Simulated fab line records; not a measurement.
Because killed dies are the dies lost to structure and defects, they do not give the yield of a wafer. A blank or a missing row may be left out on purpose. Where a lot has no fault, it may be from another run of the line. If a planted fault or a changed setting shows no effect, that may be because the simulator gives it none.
fab line records	flow n5Finfet
record lots=24	wafers=72	lastDay=18
route steps=1938 shown BEOL_M4@1046
lots untouched by any fault: they come from a run of this same line in which no faults occurred
startH: hours from the record's first day to the start of the lot's first wafer shown	waitH: how many hours have passed since the lot's step before this one	" the same as in the row above	L1.1+2: several wafers, shown together as one row	- no value, or no start was given	* or withheld: withheld	< > ~ a bound
route shown NAME@n: a module of which the file shows steps, and the number in the route of the first	usual: mean/standard deviation taken from wafers without a fault	same: alike in all rows	chamber/n: place in a boat	sites: the reading at each site	_std_site: their standard deviation	_edge_site: the outer-site mean with the inner-site mean subtracted	radiusMm: for every site, how far away it sits from the centre of the wafer	mask NAME#n: copy n	behind: the most recent tool/chamber to have shaped the wafer	hold: reason for holding the lot/hours on hold/outcome of the hold	device: whichever transistor did not switch (one of n, p or np)	end of line: tests of these same wafers at the route's end	a step with no rows: only its recipe	killed: dies that structure and defects cost at the first sort, which is not the same as the wafer's yield	map: dies across one wafer; x = killed, . = not, _ = none there
set.NAME: the setting the step ran with; set.NAME@STEP: the setting that earlier step ran with	model.NAME: the simulator's own value behind a step, which no gauge read
a sample of lots followed through the steps of the route, with each step as a table and each wafer as a row
services: when a tool's chamber went out of use (startH, in hours from the record's first day, below 0 if earlier), for how many hours, and the reason
## steps
# step N5_BEOL_M4_CD_MEAS_18
# recipe pitchNm=36	targetCdNm=18
# usual cdNm=17.9/0.34
lot.wafer	tool	chamber	startH	waitH	cdNm
L074.2	cdSem-03	-	155.05	0.1	17.7
L074.3	"	-	"	"	17.8
L074.5	"	-	"	"	17.6
L075.2	cdSem-02	-	172.78	0.1	18.1
L075.4	"	-	"	"	18.2
L075.6	"	-	"	"	18.3
L077.1	cdSem-03	-	173.35	0.0	18.1
L077.2	"	-	"	"	17.4
L077.3	"	-	"	"	17.7
L076.3	cdSem-03	-	178.47	0.1	18.4
L076.4	"	-	"	"	18.5
L076.6	"	-	"	"	18.2
L078.1	cdSem-03	-	187.05	0.0	17.7
L078.2	"	-	"	"	17.4
L078.5	"	-	"	"	17.9
L079.1	cdSem-03	-	187.76	0.0	17.8
L079.3	"	-	"	"	18.0
L079.5	"	-	"	"	17.7
L080.4	cdSem-03	-	195.92	0.1	18.0
L080.5	"	-	"	"	18.2
L080.6	"	-	"	"	18.4
L082.3	cdSem-01	-	210.11	0.1	18.0
L082.4	"	-	"	"	18.3
L082.6	"	-	"	"	18.2
L081.2	cdSem-02	-	210.24	0.1	17.8
L081.3	"	-	"	"	17.9
L081.4	"	-	"	"	17.9
L083.1	cdSem-01	-	211.51	0.0	18.3
L083.4	"	-	"	"	18.2
L083.5	"	-	"	"	18.0
L084.2	cdSem-01	-	214.31	0.1	18.3
L084.3	"	-	"	"	17.8
L084.6	"	-	"	"	17.9
L085.3	cdSem-03	-	233.57	0.1	18.0
L085.5	"	-	"	"	18.2
L085.6	"	-	"	"	17.9
L087.1	cdSem-03	-	245.92	0.0	18.2
L087.2	"	-	"	"	17.8
L087.5	"	-	"	"	17.5
L088.1	cdSem-01	-	249.05	0.1	18.6
L088.5	"	-	"	"	18.2
L088.6	"	-	"	"	17.6
L086.2	cdSem-02	-	249.77	0.1	17.6
L086.3	"	-	"	"	17.3
L086.6	"	-	"	"	17.6
L089.1	cdSem-03	-	254.83	0.0	17.5
L089.2	"	-	"	"	18.0
L089.6	"	-	"	"	18.0
L090.1	cdSem-03	-	259.10	0.0	17.9
L090.4	"	-	"	"	17.7
L090.5	"	-	"	"	17.9
L092.2	cdSem-03	-	261.86	0.1	17.1
L092.3	"	-	"	"	18.1
L092.6	"	-	"	"	17.9
L091.1	cdSem-02	-	261.91	0.0	17.9
L091.4	"	-	"	"	17.4
L091.5	"	-	"	"	18.0
L093.2	cdSem-02	-	283.05	0.1	18.3
L093.5	"	-	"	"	17.6
L093.6	"	-	"	"	17.8
L094.2	cdSem-01	-	296.88	0.1	17.2
L094.3	"	-	"	"	17.5
L094.4	"	-	"	"	18.2
L096.3	cdSem-03	-	299.57	0.1	18.4
L096.4	"	-	"	"	18.3
L096.5	"	-	"	"	17.6
L095.3	cdSem-02	-	299.93	0.1	18.0
L095.5	"	-	"	"	17.9
L095.6	"	-	"	"	18.1
L097.2	cdSem-02	-	301.69	0.1	18.0
L097.4	"	-	"	"	18.3
L097.5	"	-	"	"	18.4
# step N5_BEOL_M4_ETCH_69
# recipe chemistry=CF4	target=SiARC	targetDepthA=156	maskMaterial=CAR-EUV	timeS=26	ionEnergyEv=80	pressureMtorr=40	sourceW=545	biasW=36	Ar_flow_sccm=100	cf4FlowSccm=100	ends=cleared
# usual drypumpMotorCurrentA=5.8/0.34	etchRfOnTimeS=26.1/0.46	oesProductAu=0.70/0.067	rfVppV=184.4/1.1	showerheadPlenumPTorr=2.17/0.061	throttleValvePct=15.56/0.3
lot.wafer	tool	chamber	startH	waitH	drypumpMotorCurrentA	etchRfOnTimeS	oesProductAu	rfHoursCounterH	rfVppV	showerheadPlenumPTorr	throttleValvePct
L074.2	rieDiel-01	1	155.54	0.0	6.1	26.6	0.59	244	182.9	2.10	15.78
L074.3	"	0	"	"	6.0	25.7	0.74	41	185.7	2.26	15.43
L074.5	"	0	"	"	6.0	25.6	0.75	-	185.7	2.26	15.43
L075.2	rieDiel-02	0	173.31	0.0	6.0	25.8	0.73	58	184.4	2.16	15.34
L075.4	"	0	"	"	6.0	26.0	0.72	-	183.9	2.16	15.33
L075.6	"	1	"	"	5.5	26.2	0.62	-	183.7	2.22	16.08
L077.1	rieDiel-06	3	173.85	0.0	5.4	26.2	0.59	203	183.6	2.13	15.96
L077.2	"	2	"	"	5.7	25.8	0.77	39	184.0	2.09	15.43
L077.3	"	1	"	"	6.5	26.3	0.78	15	183.9	2.18	15.65
L076.3	rieDiel-02	3	178.96	0.0	5.5	26.3	0.76	20	184.2	2.19	15.13
L076.4	"	2	"	"	6.2	26.0	0.76	44	184.4	2.16	15.11
L076.6	"	2	"	"	6.2	26.0	0.75	-	182.4	2.16	15.13
L078.1	rieDiel-06	1	187.54	0.0	6.5	26.3	0.76	21	185.1	2.18	15.65
L078.2	"	2	"	"	5.7	25.9	0.75	45	183.2	2.09	15.44
L078.5	"	0	"	"	6.2	25.5	0.76	-	183.0	2.10	15.65
L079.1	rieDiel-01	3	188.40	0.0	5.3	25.3	0.75	30	185.0	2.28	15.70
L079.3	"	3	"	"	5.3	25.6	0.75	-	186.3	2.28	15.69
L079.5	"	2	"	"	5.9	26.7	0.59	-	186.4	2.19	15.76
L080.4	rieDiel-01	3	196.57	0.0	5.3	25.8	0.75	33	184.1	2.28	15.71
L080.5	"	1	"	"	6.1	26.7	0.82	-	182.4	2.10	15.28
L080.6	"	0	"	"	6.0	25.7	0.73	-	184.7	2.26	15.48
L082.3	rieDiel-02	2	210.60	0.0	6.2	26.2	0.74	55	185.0	2.16	15.15
L082.4	"	0	"	"	6.0	26.2	0.71	71	184.0	2.16	15.35
L082.6	"	3	"	"	5.5	26.2	0.74	-	182.8	2.19	15.15
L081.2	rieDiel-01	1	210.86	0.0	6.1	26.4	0.80	6	183.2	2.09	15.29
L081.3	"	2	"	"	5.9	26.7	0.59	241	184.5	2.19	15.78
L081.4	"	3	"	"	5.3	25.8	0.74	37	185.2	2.28	15.71
L083.1	rieDiel-02	2	212.13	0.0	6.2	26.2	0.74	56	184.3	2.16	15.15
L083.4	"	0	"	"	6.0	26.2	0.71	72	185.4	2.16	15.36
L083.5	"	1	"	"	5.5	26.3	0.60	-	183.7	2.21	16.11
L084.2	rieDiel-01	2	214.93	0.0	5.9	26.5	0.59	242	184.4	2.19	15.79
L084.3	"	3	"	"	5.3	25.7	0.74	38	185.0	2.28	15.71
L084.6	"	1	"	"	6.1	26.4	0.80	-	184.9	2.09	15.30
L085.3	rieDiel-02	3	234.19	0.0	5.5	26.3	0.72	40	184.7	2.18	15.18
L085.5	"	0	"	"	6.0	26.0	0.71	-	183.9	2.15	15.36
L085.6	"	1	"	"	5.5	26.6	0.60	-	185.0	2.21	16.11
L087.1	rieDiel-01	3	246.59	0.0	5.3	25.6	0.72	51	184.3	2.27	15.74
L087.2	"	0	"	"	6.0	25.7	0.70	73	187.4	2.25	15.49
L087.5	"	0	"	"	6.0	25.7	0.71	-	184.3	2.25	15.51
L088.1	rieDiel-06	0	249.62	0.0	6.2	25.3	0.74	50	183.4	2.09	15.69
L088.5	"	0	"	"	6.2	25.2	0.74	-	184.0	2.09	15.68
L088.6	"	3	"	"	5.4	26.7	0.57	-	183.4	2.12	16.00
L086.2	rieDiel-01	3	250.39	0.0	5.3	25.3	0.73	52	184.8	2.27	15.75
L086.3	"	2	"	"	5.9	26.5	0.59	252	185.6	2.18	15.81
L086.6	"	1	"	"	6.1	26.2	0.77	-	183.6	2.09	15.33
L089.1	rieDiel-06	1	255.32	0.0	6.5	26.4	0.73	43	185.7	2.17	15.71
L089.2	"	2	"	"	5.7	25.7	0.72	69	183.6	2.08	15.48
L089.6	"	2	"	"	5.7	26.2	0.72	-	182.7	2.08	15.48
L090.1	rieDiel-01	0	259.60	0.0	6.0	25.6	0.70	78	185.0	2.25	15.50
L090.4	"	0	"	"	6.0	25.7	0.70	-	187.2	2.25	15.52
L090.5	"	3	"	"	5.3	25.5	0.72	-	186.1	2.27	15.75
L092.2	rieDiel-02	0	262.36	0.0	5.9	26.1	0.69	88	184.4	2.15	15.38
L092.3	"	1	"	"	5.5	26.6	0.59	237	185.7	2.21	16.14
L092.6	"	3	"	"	5.5	26.5	0.71	-	184.4	2.18	15.18
L091.1	rieDiel-01	0	262.68	0.0	6.0	25.7	0.70	80	186.6	2.25	15.50
L091.4	"	0	"	"	6.0	25.5	0.70	-	184.3	2.25	15.50
L091.5	"	1	"	"	6.0	26.5	0.76	-	183.3	2.09	15.33
L093.2	rieDiel-02	0	283.67	0.0	6.0	25.8	0.69	94	183.8	2.15	15.40
L093.5	"	2	"	"	6.2	25.6	0.73	-	184.7	2.15	15.19
L093.6	"	1	"	"	5.5	26.2	0.59	-	184.9	2.21	16.15
L094.2	rieDiel-02	2	297.49	0.0	6.2	25.9	0.72	85	184.3	2.15	15.21
L094.3	"	3	"	"	5.5	26.1	0.70	61	184.0	2.18	15.23
L094.4	"	1	"	"	5.5	26.4	0.59	249	183.2	2.20	16.16
L096.3	rieDiel-02	2	300.06	0.0	6.2	25.9	0.71	86	184.9	2.15	15.22
L096.4	"	1	"	"	5.5	26.2	0.59	249	185.2	2.20	16.16
L096.5	"	0	"	"	6.0	25.9	0.68	-	184.7	2.15	15.40
L095.3	rieDiel-06	1	300.72	0.0	6.5	26.2	0.73	58	185.8	2.17	15.73
L095.5	"	0	"	"	6.2	25.2	0.73	-	182.5	2.09	15.73
L095.6	"	1	"	"	6.5	26.1	0.72	-	183.9	2.17	15.73
L097.2	rieDiel-01	0	302.32	0.0	6.0	25.5	0.68	94	184.4	2.24	15.53
L097.4	"	2	"	"	5.9	26.1	0.82	10	183.6	2.18	15.33
L097.5	"	2	"	"	5.9	26.0	0.82	-	187.3	2.18	15.33
# step N5_BEOL_M4_ALD_98
# recipe material=SiO2	targetThkA=25	tempC=100	aldPrecursorFamily=BDEAS	aldCoReactant=O2-plasma	pulseTimeS=1	coReactantPulseTimeS=1	purgeTimeS=2	coReactantPurgeTimeS=2	aldCycles=17	pressureTorr=2
# usual heaterPowerW=83/6.6	precursorPulseHeightRel=1.000/0.02
# same pulseTimeS=1
lot.wafer	tool	chamber	startH	waitH	heaterPowerW	precursorPulseHeightRel
L074.2	aldSin-03	1	155.62	0.1	83	0.994
L074.3	"	0	"	"	84	1.002
L074.5	"	2	"	"	83	1.017
L075.2	aldSin-04	1	173.62	0.3	74	0.977
L075.4	"	2	"	"	81	1.014
L075.6	"	2	"	"	80	1.029
L077.1	aldSin-04	1	174.11	0.2	75	1.010
L077.2	"	0	"	"	88	0.972
L077.3	"	3	"	"	80	0.993
L076.3	aldSin-03	3	179.20	0.2	94	1.027
L076.4	"	2	"	"	84	1.016
L076.6	"	0	"	"	87	0.972
L078.1	aldSin-03	3	188.26	0.7	93	1.007
L078.2	"	0	"	"	86	0.975
L078.5	"	1	"	"	88	1.009
L079.1	aldSin-04	3	188.53	0.1	77	0.955
L079.3	"	0	"	"	88	0.971
L079.5	"	3	"	"	80	1.004
L080.4	aldSin-03	2	196.66	0.1	84	1.039
L080.5	"	2	"	"	83	0.996
L080.6	"	3	"	"	95	1.015
L082.3	aldSin-02	3	210.68	0.1	74	0.962
L082.4	"	1	"	"	92	1.003
L082.6	"	0	"	"	77	1.010
L081.2	aldSin-03	0	210.94	0.1	85	1.028
L081.3	"	2	"	"	85	1.021
L081.4	"	1	"	"	86	1.021
L083.1	aldSin-04	1	213.62	1.5	74	0.982
L083.4	"	2	"	"	78	1.048
L083.5	"	3	"	"	79	0.979
L084.2	aldSin-04	1	215.01	0.1	75	0.997
L084.3	"	0	"	"	87	0.982
L084.6	"	1	"	"	75	1.038
L085.3	aldSin-04	3	234.49	0.3	80	1.027
L085.5	"	1	"	"	73	0.991
L085.6	"	0	"	"	86	0.997
L087.1	aldSin-04	2	246.67	0.1	80	1.004
L087.2	"	1	"	"	76	1.042
L087.5	"	3	"	"	78	0.984
L088.1	aldSin-03	3	249.70	0.1	96	1.014
L088.5	"	3	"	"	94	0.995
L088.6	"	2	"	"	83	0.968
L086.2	aldSin-04	2	250.47	0.1	80	1.020
L086.3	"	3	"	"	79	1.003
L086.6	"	0	"	"	88	0.999
L089.1	aldSin-03	3	255.66	0.3	96	0.978
L089.2	"	2	"	"	84	1.031
L089.6	"	0	"	"	85	0.975
L090.1	aldSin-03	2	259.95	0.3	82	0.999
L090.4	"	3	"	"	98	1.003
L090.5	"	3	"	"	95	0.993
L092.2	aldSin-03	0	262.44	0.1	87	0.988
L092.3	"	3	"	"	96	1.013
L092.6	"	3	"	"	95	1.013
L091.1	aldSin-04	1	263.08	0.4	73	1.020
L091.4	"	0	"	"	89	0.999
L091.5	"	3	"	"	79	0.973
L093.2	aldSin-02	0	283.92	0.2	79	1.008
L093.5	"	1	"	"	91	0.963
L093.6	"	2	"	"	65	1.015
L094.2	aldSin-02	2	297.58	0.1	69	1.027
L094.3	"	1	"	"	89	0.972
L094.4	"	0	"	"	78	0.977
L096.3	aldSin-03	2	300.46	0.4	82	1.022
L096.4	"	1	"	"	84	1.010
L096.5	"	2	"	"	82	0.995
L095.3	aldSin-03	0	300.80	0.1	83	1.010
L095.5	"	0	"	"	82	0.979
L095.6	"	3	"	"	93	1.022
L097.2	aldSin-04	0	302.40	0.1	89	1.042
L097.4	"	1	"	"	74	1.029
L097.5	"	3	"	"	80	1.001
# step N5_BEOL_M4_SURFACE_TREAT_85
# recipe gas=Ar	timeS=*	ionEnergyEv=*	ionCurrentMaCm2=0.5	pressureMtorr=*	arFlowSccm=30
# usual throttleValvePct=*
lot.wafer	tool	chamber	startH	waitH	throttleValvePct
L074.2	pvdSputter-03	-	162.54	0.2	*
L074.3	"	-	"	"	*
L074.5	"	-	"	"	*
L075.2	pvdSputter-01	-	177.85	0.1	*
L075.4	"	-	"	"	*
L075.6	"	-	"	"	*
L077.1	pvdSputter-03	-	182.66	0.2	*
L077.2	"	-	"	"	*
L077.3	"	-	"	"	*
L076.3	pvdSputter-03	-	187.20	0.2	*
L076.4	"	-	"	"	*
L076.6	"	-	"	"	*
L078.1	pvdSputter-03	-	190.84	0.2	*
L078.2	"	-	"	"	*
L078.5	"	-	"	"	*
L079.1	pvdSputter-01	-	195.74	0.2	*
L079.3	"	-	"	"	*
L079.5	"	-	"	"	*
L080.4	pvdSputter-01	-	199.72	0.2	*
L080.5	"	-	"	"	*
L080.6	"	-	"	"	*
L082.3	pvdSputter-02	-	213.85	0.2	*
L082.4	"	-	"	"	*
L082.6	"	-	"	"	*
L081.2	pvdSputter-02	-	214.37	0.2	*
L081.3	"	-	"	"	*
L081.4	"	-	"	"	*
L083.1	pvdSputter-01	-	218.96	1.6	*
L083.4	"	-	"	"	*
L083.5	"	-	"	"	*
L084.2	pvdSputter-03	-	222.33	0.2	*
L084.3	"	-	"	"	*
L084.6	"	-	"	"	*
L085.3	pvdSputter-01	-	238.83	0.2	*
L085.5	"	-	"	"	*
L085.6	"	-	"	"	*
L087.1	pvdSputter-03	-	251.43	0.2	*
L087.2	"	-	"	"	*
L087.5	"	-	"	"	*
L088.1	pvdSputter-01	-	251.51	0.2	*
L088.5	"	-	"	"	*
L088.6	"	-	"	"	*
L086.2	pvdSputter-01	-	251.65	0.1	*
L086.3	"	-	"	"	*
L086.6	"	-	"	"	*
L089.1	pvdSputter-01	-	258.59	0.2	*
L089.2	"	-	"	"	*
L089.6	"	-	"	"	*
L090.1	pvdSputter-03	-	262.05	0.2	*
L090.4	"	-	"	"	*
L090.5	"	-	"	"	*
L092.2	pvdSputter-01	-	268.68	0.3	*
L092.3	"	-	"	"	*
L092.6	"	-	"	"	*
L091.1	pvdSputter-01	-	268.72	0.3	*
L091.4	"	-	"	"	*
L091.5	"	-	"	"	*
L093.2	pvdSputter-03	-	287.15	0.2	*
L093.5	"	-	"	"	*
L093.6	"	-	"	"	*
L094.2	pvdSputter-01	-	301.33	0.2	*
L094.3	"	-	"	"	*
L094.4	"	-	"	"	*
L096.3	pvdSputter-01	-	304.31	0.2	*
L096.4	"	-	"	"	*
L096.5	"	-	"	"	*
L095.3	pvdSputter-01	-	304.86	0.2	*
L095.5	"	-	"	"	*
L095.6	"	-	"	"	*
L097.2	pvdSputter-02	-	307.84	0.1	*
L097.4	"	-	"	"	*
L097.5	"	-	"	"	*
# step N5_BEOL_M4_ANNEAL_91
# recipe tempC=400	timeS=240	ambient=vacuum
# usual heaterPowerW=809/70
lot.wafer	tool	chamber	startH	waitH	heaterPowerW
L074.2	pvdSputter-02	-	163.95	0.0	826
L074.3	"	-	"	"	686
L074.5	"	-	"	"	830
L075.2	pvdSputter-01	-	179.47	0.0	871
L075.4	"	-	"	"	873
L075.6	"	-	"	"	863
L077.1	pvdSputter-01	-	184.45	0.0	844
L077.2	"	-	"	"	871
L077.3	"	-	"	"	863
L076.3	pvdSputter-02	-	188.61	0.0	776
L076.4	"	-	"	"	850
L076.6	"	-	"	"	687
L078.1	pvdSputter-03	-	192.38	0.0	753
L078.2	"	-	"	"	760
L078.5	"	-	"	"	736
L079.1	pvdSputter-02	-	197.39	0.0	792
L079.3	"	-	"	"	843
L079.5	"	-	"	"	713
L080.4	pvdSputter-01	-	202.86	0.0	862
L080.5	"	-	"	"	871
L080.6	"	-	"	"	902
L082.3	pvdSputter-01	-	215.31	0.0	863
L082.4	"	-	"	"	905
L082.6	"	-	"	"	860
L081.2	pvdSputter-03	-	216.48	0.0	758
L081.3	"	-	"	"	767
L081.4	"	-	"	"	737
L083.1	pvdSputter-02	-	220.38	0.0	834
L083.4	"	-	"	"	782
L083.5	"	-	"	"	679
L084.2	pvdSputter-01	-	223.74	0.0	863
L084.3	"	-	"	"	882
L084.6	"	-	"	"	846
L085.3	pvdSputter-01	-	240.61	0.0	907
L085.5	"	-	"	"	867
L085.6	"	-	"	"	857
L087.1	pvdSputter-01	-	252.87	0.0	882
L087.2	"	-	"	"	850
L087.5	"	-	"	"	875
L088.1	pvdSputter-03	-	253.09	0.0	691
L088.5	"	-	"	"	703
L088.6	"	-	"	"	753
L086.2	pvdSputter-02	-	254.56	0.0	838
L086.3	"	-	"	"	782
L086.6	"	-	"	"	773
L089.1	pvdSputter-03	-	260.18	0.0	752
L089.2	"	-	"	"	753
L089.6	"	-	"	"	750
L090.1	pvdSputter-03	-	265.40	0.0	741
L090.4	"	-	"	"	704
L090.5	"	-	"	"	676
L092.2	pvdSputter-01	-	270.10	0.0	897
L092.3	"	-	"	"	870
L092.6	"	-	"	"	867
L091.1	pvdSputter-01	-	271.94	0.0	870
L091.4	"	-	"	"	881
L091.5	"	-	"	"	838
L093.2	pvdSputter-03	-	288.81	0.0	751
L093.5	"	-	"	"	687
L093.6	"	-	"	"	738
L094.2	pvdSputter-01	-	302.81	0.0	850
L094.3	"	-	"	"	868
L094.4	"	-	"	"	849
L096.3	pvdSputter-02	-	305.72	0.0	777
L096.4	"	-	"	"	844
L096.5	"	-	"	"	776
L095.3	pvdSputter-01	-	306.32	0.0	847
L095.5	"	-	"	"	854
L095.6	"	-	"	"	874
L097.2	pvdSputter-03	-	309.24	0.0	749
L097.4	"	-	"	"	746
L097.5	"	-	"	"	737
# step N5_BEOL_M4_ANNEAL_93
# recipe tempC=400	timeS=240	ambient=vacuum
# usual heaterPowerW=809/71
lot.wafer	tool	chamber	startH	waitH	heaterPowerW
L074.2	pvdSputter-02	-	164.17	0.0	837
L074.3	"	-	"	"	705
L074.5	"	-	"	"	826
L075.2	pvdSputter-01	-	179.69	0.0	870
L075.4	"	-	"	"	897
L075.6	"	-	"	"	863
L077.1	pvdSputter-01	-	184.67	0.0	839
L077.2	"	-	"	"	882
L077.3	"	-	"	"	860
L076.3	pvdSputter-02	-	188.83	0.0	783
L076.4	"	-	"	"	836
L076.6	"	-	"	"	684
L078.1	pvdSputter-03	-	192.60	0.0	747
L078.2	"	-	"	"	774
L078.5	"	-	"	"	726
L079.1	pvdSputter-02	-	197.61	0.0	790
L079.3	"	-	"	"	829
L079.5	"	-	"	"	680
L080.4	pvdSputter-01	-	203.08	0.0	850
L080.5	"	-	"	"	857
L080.6	"	-	"	"	919
L082.3	pvdSputter-01	-	215.53	0.0	871
L082.4	"	-	"	"	883
L082.6	"	-	"	"	862
L081.2	pvdSputter-03	-	216.70	0.0	745
L081.3	"	-	"	"	767
L081.4	"	-	"	"	748
L083.1	pvdSputter-02	-	220.60	0.0	839
L083.4	"	-	"	"	777
L083.5	"	-	"	"	692
L084.2	pvdSputter-01	-	223.96	0.0	841
L084.3	"	-	"	"	864
L084.6	"	-	"	"	877
L085.3	pvdSputter-01	-	240.83	0.0	903
L085.5	"	-	"	"	856
L085.6	"	-	"	"	888
L087.1	pvdSputter-01	-	253.09	0.0	871
L087.2	"	-	"	"	850
L087.5	"	-	"	"	849
L088.1	pvdSputter-03	-	253.31	0.0	686
L088.5	"	-	"	"	679
L088.6	"	-	"	"	762
L086.2	pvdSputter-02	-	254.78	0.0	850
L086.3	"	-	"	"	772
L086.6	"	-	"	"	796
L089.1	pvdSputter-03	-	260.42	0.0	750
L089.2	"	-	"	"	731
L089.6	"	-	"	"	771
L090.1	pvdSputter-03	-	265.64	0.0	759
L090.4	"	-	"	"	702
L090.5	"	-	"	"	682
L092.2	pvdSputter-01	-	270.32	0.0	887
L092.3	"	-	"	"	865
L092.6	"	-	"	"	852
L091.1	pvdSputter-01	-	272.16	0.0	879
L091.4	"	-	"	"	868
L091.5	"	-	"	"	856
L093.2	pvdSputter-03	-	289.03	0.0	754
L093.5	"	-	"	"	678
L093.6	"	-	"	"	752
L094.2	pvdSputter-01	-	303.03	0.0	844
L094.3	"	-	"	"	857
L094.4	"	-	"	"	873
L096.3	pvdSputter-02	-	305.94	0.0	783
L096.4	"	-	"	"	837
L096.5	"	-	"	"	792
L095.3	pvdSputter-01	-	306.54	0.0	867
L095.5	"	-	"	"	891
L095.6	"	-	"	"	859
L097.2	pvdSputter-03	-	309.46	0.0	735
L097.4	"	-	"	"	751
L097.5	"	-	"	"	749
## services
tool	chamber	startH	hours	kind
aldSin-03	1	147.61	3.5	repair
aldSin-03	-	151.62	0.4	repair
pvdSputter-03	-	157.71	0.7	repair
rieDiel-02	2	171.75	5.4	repair
rieDiel-01	1	172.90	-	clean
rieDiel-01	1	172.90	-	consumableReplace:focusRing
rieDiel-01	1	172.90	20.6	scheduledDown
rieDiel-01	1	172.90	20.6	ventCycle
aldSin-02	-	177.93	14.0	pm
rieDiel-01	-	189.34	0.3	repair
rieDiel-01	2	218.92	9.9	repair
rieDiel-02	0	219.88	3.8	repair
rieDiel-01	2	254.45	7.3	repair
rieDiel-01	2	261.77	-	clean
rieDiel-01	2	261.77	-	consumableReplace:focusRing
aldSin-03	-	270.29	14.0	pm
aldSin-03	0	270.29	14.0	ventCycle
aldSin-03	1	270.29	14.0	ventCycle
aldSin-03	2	270.29	14.0	ventCycle
aldSin-03	3	270.29	14.0	ventCycle
aldSin-03	0	284.29	-	clean
aldSin-03	1	284.29	-	clean
aldSin-03	2	284.29	-	clean
aldSin-03	3	284.29	-	clean
## key
fault none
